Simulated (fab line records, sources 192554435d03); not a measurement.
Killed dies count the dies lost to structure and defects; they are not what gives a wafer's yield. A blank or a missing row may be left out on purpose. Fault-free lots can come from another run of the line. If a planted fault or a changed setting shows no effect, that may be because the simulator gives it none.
Matching of chambers || flow n5Finfet || 4 sister chambers for N5_BEOL_M5_STRIP_36 on rieDiel-05
The step strips in N2/H2. 4 wafers are shown with their chamber, then 11 later ones without.

== WAFERS WITH THEIR CHAMBER ==
{"wafer": "L087.3", "chamber": 3, "drypumpMotorCurrentA (A)": 5.96}
{"wafer": "L089.2", "chamber": 0, "drypumpMotorCurrentA (A)": 5.51}
{"wafer": "L089.6", "chamber": 2, "drypumpMotorCurrentA (A)": 5.33}
{"wafer": "L091.4", "chamber": 1, "drypumpMotorCurrentA (A)": 5.78}

== WAFERS WITH NO CHAMBER GIVEN ==
{"wafer": "L091.5", "drypumpMotorCurrentA (A)": 5.34}
{"wafer": "L091.6", "drypumpMotorCurrentA (A)": 5.79}
{"wafer": "L093.1", "drypumpMotorCurrentA (A)": 5.78}
{"wafer": "L093.2", "drypumpMotorCurrentA (A)": 5.53}
{"wafer": "L093.5", "drypumpMotorCurrentA (A)": 5.74}
{"wafer": "L094.1", "drypumpMotorCurrentA (A)": 5.32}
{"wafer": "L094.3", "drypumpMotorCurrentA (A)": 5.52}
{"wafer": "L094.5", "drypumpMotorCurrentA (A)": 5.92}
{"wafer": "L097.2", "drypumpMotorCurrentA (A)": 5.33}
{"wafer": "L097.3", "drypumpMotorCurrentA (A)": 5.77}
{"wafer": "L097.5", "drypumpMotorCurrentA (A)": 5.33}

== THE CHAMBER EACH PASSED THROUGH ==
{"wafer": "L091.5", "from the rows above": 2, "in truth": 2}
{"wafer": "L091.6", "from the rows above": 1, "in truth": 1}
{"wafer": "L093.1", "from the rows above": 1, "in truth": 1}
{"wafer": "L093.2", "from the rows above": 0, "in truth": 0}
{"wafer": "L093.5", "from the rows above": 1, "in truth": 1}
{"wafer": "L094.1", "from the rows above": 2, "in truth": 2}
{"wafer": "L094.3", "from the rows above": 0, "in truth": 0}
{"wafer": "L094.5", "from the rows above": 3, "in truth": 3}
{"wafer": "L097.2", "from the rows above": 2, "in truth": 2}
{"wafer": "L097.3", "from the rows above": 1, "in truth": 1}
{"wafer": "L097.5", "from the rows above": 2, "in truth": 2}
Correct placement for 11 of the 11. Number that these rows cannot place: 0. Number placed wrongly: 0.
How it was worked out, from the rows above alone: a wafer's distance from a chamber is the root of the sum, over the readings, of the square of ((its reading less the chamber's mean) divided by the reading's scatter). If the next closest chamber is less than 2 further off than the closest, the wafer can't be placed; otherwise it belongs to the closest. The mean given for a chamber averages the wafers shown for that chamber. The scatter (one wafer shown for each chamber): square how far every hidden wafer sits from the nearest shown wafer, average those squares and take the square root.
